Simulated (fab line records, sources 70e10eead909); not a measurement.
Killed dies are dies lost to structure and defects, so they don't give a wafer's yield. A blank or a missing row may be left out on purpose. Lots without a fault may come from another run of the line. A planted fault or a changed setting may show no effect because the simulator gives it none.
fab line records | flow nand_harc
record lots=12 wafers=36 last_day=25
route steps=1159 shown A_M1@1043 A_BONDPAD@1061 THIN_TSV@1136 END@1159
lots that met no fault: from a run of the same line without faults
start_h: hours from the record's first day to the start of the lot's first wafer shown | wait_h: hours since the lot's step before | " the same as in the row above | L1.1+2: a row that stands for several wafers | - no value, or no start given | * or withheld: withheld | < > ~ a bound
route shown NAME@n: a module of which the file shows steps, and the number in the route of the first | usual: mean/standard deviation of fault-free wafers | same: alike in all rows | chamber/n: place in a boat | sites: the reading at each site | _std_site: their standard deviation | _edge_site: outer sites' mean less inner sites' | radius_mm: how far each site lies from the wafer's centre | mask NAME#n: copy n | behind: the tool/chamber that last shaped the wafer | hold: why the lot was held/for how many hours/how that ended | device: the transistor (n, p or np) that didn't switch | end of line: the same wafers' tests at the end of the route | a step without rows: its recipe alone | killed: dies lost to structure and defects at the first sort, not the wafer's yield | map: a wafer's dies, x killed, . not, _ none there
set.NAME: the setting as run; set.NAME@STEP: as run at that earlier step | model.NAME: the simulator's own value behind a step, which no gauge read
steps of the route over a sample of lots; a table a step, a row a wafer
services: from which hour (start_h, from the record's first day; less than 0 if before it) a tool's chamber was out of use, for how many hours, and why
## steps
# step NHARC_A_M1_STRIP_18
# recipe power_w=1000 n2_flow_sccm=150 h2_flow_sccm=150 ar_flow_sccm=0 bias_w=0 chemistry=N2/H2
# usual drypump_motor_current_A=6.0/0.36 h2_flow_sccm=150.0/0.46 n2_flow_sccm=150.0/0.43 oes_product_au=0.999/0.0082 rf_vpp_V=90.6/0.87 showerhead_plenum_p_Torr=2.02/0.078 throttle_valve_pct=14.172/0.0084
# columns lot.wafer tool chamber start_h wait_h drypump_motor_current_A h2_flow_sccm n2_flow_sccm oes_product_au rf_hours_counter_h rf_vpp_V showerhead_plenum_p_Torr throttle_valve_pct
L482.3 rie_diel-13 1 404.20 0.1 5.6 150.1 150.1 1.007 10 91.2 1.96 14.165
L482.6 " 2 " " 6.4 149.6 150.0 1.006 - 92.4 2.14 14.185
L482.5 " 3 " " 6.5 149.9 149.7 1.017 - 90.9 2.05 14.190
L485.2 rie_diel-13 3 409.03 0.1 6.5 150.3 149.5 1.001 11 90.8 2.05 14.183
L485.3 " 2 " " 6.3 150.4 149.7 0.997 10 89.7 2.14 14.175
L485.5 " 0 " " 6.1 150.2 149.9 0.995 - 90.3 1.90 14.193
L486.2 rie_diel-13 2 430.29 0.1 6.3 149.5 149.4 0.998 11 92.0 2.14 14.178
L486.3 " 3 " " 6.5 149.4 150.1 0.994 11 90.2 2.05 14.176
L486.6 " 2 " " 6.3 149.5 149.7 1.002 - 90.4 2.14 14.169
L488.2 rie_diel-03 3 460.79 0.1 5.7 150.0 150.6 1.004 5 91.0 2.06 14.163
L488.4 " 1 " " 6.2 150.6 149.9 1.001 5 89.0 1.93 14.178
L488.5 " 0 " " 6.0 150.4 150.0 1.009 - 88.4 1.92 14.161
L498.1 rie_diel-13 3 491.01 0.1 6.5 149.3 150.0 1.011 3 90.8 2.05 14.167
L498.4 " 1 " " 5.6 150.2 150.4 1.007 3 89.2 1.96 14.155
L498.6 " 3 " " 6.6 149.8 150.7 1.004 - 91.9 2.05 14.160
L497.2 rie_diel-13 2 507.22 0.1 6.3 149.8 149.9 1.006 6 91.4 2.13 14.152
L497.5 " 2 " " 6.3 150.8 149.9 0.992 - 92.4 2.13 14.163
L497.4 " 1 " " 5.6 149.1 149.7 1.000 - 90.0 1.96 14.171
L501.4 rie_diel-12 3 515.45 0.1 5.6 149.3 150.5 1.004 2 91.2 1.95 14.186
L501.1 " 1 " " 6.3 150.3 149.9 1.006 2 90.3 2.14 14.176
L501.5 " 3 " " 5.6 150.2 149.4 0.987 - 90.4 1.95 14.171
L500.3 rie_diel-13 1 520.40 0.1 5.6 149.9 149.4 1.009 6 90.5 1.96 14.182
L500.1 " 2 " " 6.3 150.4 150.5 1.002 7 90.5 2.13 14.168
L500.4 " 1 " " 5.6 149.3 149.6 1.005 - 89.1 1.96 14.171
L499.2 rie_diel-12 3 520.66 0.1 5.6 150.7 150.3 0.999 3 88.8 1.95 14.162
L499.3 " 0 " " 6.2 149.6 150.2 0.980 3 92.5 2.07 14.180
L499.1 " 2 " " 5.3 149.0 149.3 1.002 3 91.8 1.99 14.172
L503.2 rie_diel-03 3 530.64 0.1 5.7 150.1 150.0 1.015 9 90.3 2.06 14.177
L503.6 " 0 " " 6.0 150.7 151.0 1.008 - 90.7 1.91 14.164
L503.5 " 1 " " 6.2 150.3 150.4 1.012 - 90.0 1.93 14.165
L505.1 rie_diel-12 1 533.05 0.1 6.3 149.6 150.0 0.996 3 91.5 2.14 14.174
L505.2 " 2 " " 5.3 150.4 149.0 0.987 3 90.4 1.99 14.181
L505.5 " 0 " " 6.1 149.8 149.9 0.992 - 91.2 2.07 14.171
L504.1 rie_diel-13 1 550.46 0.1 5.7 151.4 150.3 0.986 8 89.8 1.96 14.170
L504.6 " 1 " " 5.6 150.3 149.7 1.005 - 91.0 1.96 14.172
L504.5 " 2 " " 6.4 149.4 149.7 0.988 - 90.4 2.13 14.176
# step NHARC_A_BONDPAD_THK_MEAS_30
# recipe thk_meas_gauge=ellipsometry
# usual thk_nm=199.9/1.5
# columns lot.wafer tool chamber start_h wait_h thk_nm
L482.3 film_metro-01 - 407.75 0.2 199.7
L482.5 " - " " 201.6
L482.6 " - " " 199.7
L485.2 film_metro-02 - 412.59 0.2 201.7
L485.3 " - " " 201.4
L485.5 " - " " 200.1
L486.2 film_metro-01 - 434.04 0.2 198.9
L486.3 " - " " 199.2
L486.6 " - " " 199.5
L488.2 film_metro-02 - 464.34 0.2 198.8
L488.4 " - " " 201.4
L488.5 " - " " 197.4
L498.1 film_metro-01 - 495.48 0.2 199.5
L498.4 " - " " 199.3
L498.6 " - " " 198.4
L497.2 film_metro-02 - 510.86 0.2 200.2
L497.4 " - " " 196.9
L497.5 " - " " 199.1
L501.1 film_metro-02 - 519.25 0.2 201.8
L501.4 " - " " 201.2
L501.5 " - " " 204.1
L499.1 film_metro-01 - 524.34 0.1 198.4
L499.2 " - " " 200.5
L499.3 " - " " 199.2
L500.1 film_metro-02 - 524.61 0.2 199.9
L500.3 " - " " 200.4
L500.4 " - " " 201.4
L503.2 film_metro-02 - 534.11 0.2 197.6
L503.5 " - " " 200.6
L503.6 " - " " 202.1
L505.1 film_metro-01 - 536.79 0.1 201.4
L505.2 " - " " 200.0
L505.5 " - " " 200.3
L504.1 film_metro-02 - 554.11 0.2 200.4
L504.5 " - " " 200.3
L504.6 " - " " 201.5
# step NHARC_A_BONDPAD_PVD_27
# recipe target_thk_a=300 chamber_pressure_pa=5 power_w=5000 substrate_temp_c=30 time_s=20.49 material=Cu
# usual throttle_valve_pct=30.0/0.91
# columns lot.wafer tool chamber start_h wait_h throttle_valve_pct
L482.3 pvd_sputter-03 - 409.71 - 32.3
L482.5 " - " " 32.0
L482.6 " - " " 32.2
L485.3 pvd_sputter-02 - 414.70 - 29.5
L485.2 " - " " 29.8
L485.5 " - " " 29.5
L486.2 pvd_sputter-01 - 436.01 - 29.3
L486.3 " - " " 29.7
L486.6 " - " " 29.2
L488.2 pvd_sputter-01 - 466.41 - 29.4
L488.4 " - " " 30.5
L488.5 " - " " 29.2
L498.4 pvd_sputter-03 - 497.41 - 31.5
L498.1 " - " " 29.9
L498.6 " - " " 32.4
L497.4 pvd_sputter-03 - 513.31 - 30.0
L497.2 " - " " 32.0
L497.5 " - " " 29.9
L501.1 pvd_sputter-02 - 521.34 - 29.8
L501.4 " - " " 30.3
L501.5 " - " " 29.6
L499.1 pvd_sputter-01 - 526.28 - 29.6
L499.2 " - " " 29.8
L499.3 " - " " 30.3
L500.3 pvd_sputter-01 - 526.61 - 29.1
L500.1 " - " " 29.7
L500.4 " - " " 30.2
L503.2 pvd_sputter-02 - 536.13 - 28.6
L503.6 " - " " 29.9
L503.5 " - " " 30.1
L505.1 pvd_sputter-03 - 538.73 - 32.1
L505.2 " - " " 31.2
L505.5 " - " " 30.9
L504.1 pvd_sputter-02 - 556.08 - 28.8
L504.5 " - " " 29.8
L504.6 " - " " 30.2
# step NHARC_THIN_TSV_DEGAS_53
# recipe temp_c=300 time_s=60
# usual heater_power_w=442/39
# same time_s=60
# columns lot.wafer tool chamber start_h wait_h heater_power_w
L482.3 pvd_sputter-02 - 431.90 0.1 409
L482.6 " - " " 378
L482.5 " - " " 479
L485.3 pvd_sputter-03 - 435.46 0.1 441
L485.2 " - " " 490
L485.5 " - " " 454
L486.6 pvd_sputter-01 - 455.40 0.1 430
L488.5 pvd_sputter-01 - 486.78 0.1 464
L498.1 pvd_sputter-02 - 519.64 0.1 410
L498.4 " - " " 435
L498.6 " - " " 420
L497.2 pvd_sputter-03 - 535.14 0.1 489
L497.4 " - " " 493
L497.5 " - " " 496
L501.4 pvd_sputter-02 - 541.19 0.1 471
L501.1 " - " " 435
L501.5 " - " " 417
L499.3 pvd_sputter-02 - 546.42 0.1 409
L499.2 " - " " 385
L499.1 " - " " 478
L500.3 pvd_sputter-02 - 547.44 0.1 489
L500.1 " - " " 423
L500.4 " - " " 393
L503.2 pvd_sputter-01 - 554.87 0.1 450
L503.5 " - " " 445
L503.6 " - " " 366
L505.2 pvd_sputter-01 - 556.20 0.1 500
L505.1 " - " " 437
L505.5 " - " " 434
L504.1 pvd_sputter-01 - 574.69 0.1 377
L504.6 " - " " 435
L504.5 " - " " 370
# step NHARC_END_SORT_01
# recipe temp_c=25
# usual defect_limited_yield=95.2/1.4 killed_at_array=28/8.9 killed_at_other=0.8/1.2 killed_at_periphery=3.3/2.3 killed_dies=32/9.4 killed_open=3.2/1.8 killed_short=1.9/1.4 sort_bin_2_pct=1.4/0.56 sort_bin_3_pct=0.26/0.21 sort_bin_4_pct=3.1/1 sort_n_pass=645/9.4 sort_rim_yield_pct=95.7/2.4 sort_yield_pct=95.2/1.4
# same gross_dies=677 sort_bin_5_pct[%]=0 sort_bin_6_pct[%]=0 sort_bin_7_pct[%]=0 sort_bin_8_pct[%]=0 sort_rim_n_gross=106.00
# columns lot.wafer tool chamber start_h wait_h defect_limited_yield[%] killed_at_array killed_at_other killed_at_periphery killed_dies killed_open killed_short sort_bin_2_pct[%] sort_bin_3_pct[%] sort_bin_4_pct[%] sort_n_pass sort_rim_yield_pct[%] sort_yield_pct[%]
L486.2 prober-02 0 467.78 2.8 0 673 0 4 677 2 2 97.6 0 2.4 0 0 0
L486.3 prober-02 0 468.59 3.1 0 669 1 7 677 1 1 97.0 0.44 2.5 0 0 0
L486.6 prober-02 0 471.02 4.0 95.9 20 0 8 28 4 2 2.4 0.30 1.5 649 98.1 95.9
L488.2 prober-02 0 503.40 2.8 0 673 0 4 677 4 0 96.5 0.15 3.4 0 0 0
L488.4 prober-02 0 505.02 3.4 0 676 0 1 677 3 1 95.0 0.44 4.6 0 0 0
L488.5 prober-02 0 505.83 3.7 94.1 38 0 2 40 3 2 1.8 0.30 3.8 637 96.2 94.1
# killed by level:class
L486.2 A_BONDPAD:area_pvd=654 A_CHANNEL_HOLE_D1:chamber_film_flake=10 A_ZERO_WELL:chamber_film_flake=4 A_STAIRCASE:chamber_film_flake=3 P_GATE:chamber_film_flake=2 P_GATE:geometric_particle:open=1 P_M0:geometric_particle:short=1 A_WL_FILL:geometric_particle:short=1
L486.3 A_BONDPAD:area_pvd=643 A_CHANNEL_HOLE_D1:chamber_film_flake=17 A_ZERO_WELL:chamber_film_flake=4 P_GATE:chamber_film_flake=3 A_STAIRCASE:chamber_film_flake=2 P_CONTACT:geometric_particle:open=1 P_M1:geometric_particle:short=1 P_ZERO_WELL:chamber_film_flake=1
L486.6 A_CHANNEL_HOLE_D1:chamber_film_flake=15 P_GATE:chamber_film_flake=4 P_GATE:geometric_particle:open=1 P_CONTACT:geometric_particle:open=1 A_CHANNEL_FILL_D1:geometric_particle:short=1 A_SGD_CUT:geometric_particle:open=1 A_CONTACT:geometric_particle:open=1 A_M1:geometric_particle:short=1
L488.2 A_BONDPAD:area_pvd=642 A_SLIT:chamber_film_flake=13 A_CHANNEL_HOLE_D1:chamber_film_flake=12 A_CONTACT:geometric_particle:open=2 A_STAIRCASE:chamber_film_flake=2 P_M0:geometric_particle:open=1 A_WL_FILL:geometric_particle:open=1 P_ZERO_WELL:chamber_film_flake=1
L488.4 A_BONDPAD:area_pvd=628 A_CHANNEL_HOLE_D1:chamber_film_flake=21 A_SLIT:chamber_film_flake=14 A_STAIRCASE:chamber_film_flake=3 A_CONTACT:chamber_film_flake=3 A_WL_FILL:chamber_film_flake=2 A_SOURCE_PLATE:geometric_particle:open=1 A_SGD_CUT:geometric_particle:open=1
L488.5 A_CHANNEL_HOLE_D1:chamber_film_flake=18 A_SLIT:chamber_film_flake=11 A_CONTACT:chamber_film_flake=3 P_M0:geometric_particle:open=2 A_WL_FILL:geometric_particle:short=2 A_CONTACT:geometric_particle:open=1 A_ZERO_WELL:chamber_film_flake=1 A_CHANNEL_FILL_D1:chamber_film_flake=1
## services
# columns tool chamber start_h hours kind
rie_diel-13 0 383.00 - clean
rie_diel-13 1 383.00 - clean
rie_diel-13 2 383.00 - clean
pvd_sputter-02 - 392.00 10.0 pm
rie_diel-03 - 392.30 9.0 pm
rie_diel-12 3 394.57 4.8 repair
rie_diel-13 2 398.01 4.8 repair
rie_diel-12 3 414.68 1.8 repair
pvd_sputter-03 - 424.30 1.7 repair
pvd_sputter-01 - 426.35 1.9 repair
pvd_sputter-02 - 434.43 1.3 repair
rie_diel-13 - 453.10 9.0 pm
pvd_sputter-02 - 456.78 1.3 repair
pvd_sputter-03 - 458.00 10.0 pm
rie_diel-12 - 470.33 23.3 repair
rie_diel-13 1 482.85 4.9 repair
rie_diel-03 2 491.41 8.4 repair
rie_diel-13 0 493.89 90.1 repair
pvd_sputter-02 - 495.71 1.8 repair
pvd_sputter-01 - 514.01 10.0 pm
pvd_sputter-03 - 540.27 10.6 repair
rie_diel-12 - 556.40 9.0 pm
rie_diel-03 - 569.35 9.0 pm
pvd_sputter-02 - 570.00 10.0 pm
## key
first_sign step=NHARC_END_SORT_01 reading=sort_bin_2_pct direction=up sigmas=99+ usual=1.4 struck=96.5
effect step=NHARC_END_SORT_01 reading=killed_at_array direction=up sigmas=72 usual=28 struck=673
more_kills_born_at NHARC_A_BONDPAD_PVD_27@pvd_sputter-01=2567
met_at NHARC_A_BONDPAD_PVD_27
struck_lots L486,L488
struck_wafers L486.2,L486.3,L488.2,L488.4
later_rows_left_out L486.2,L486.3,L488.2,L488.4
not_acting_at NHARC_A_M1_STRIP_18,NHARC_A_BONDPAD_THK_MEAS_30,NHARC_THIN_TSV_DEGAS_53
fault kind=process_parameter_drift tool=pvd_sputter-01 chamber=- onset_h=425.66 steps=NHARC_A_BONDPAD_PVD_27 channel=target_thk_a offset=* shape=step end_h=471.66 scope=struck_wafers_only acts_in=* stated=*
# later_rows_left_out: the simulator's readings of these wafers behind a module that went badly wrong aren't trusted and aren't shown, but for the sort
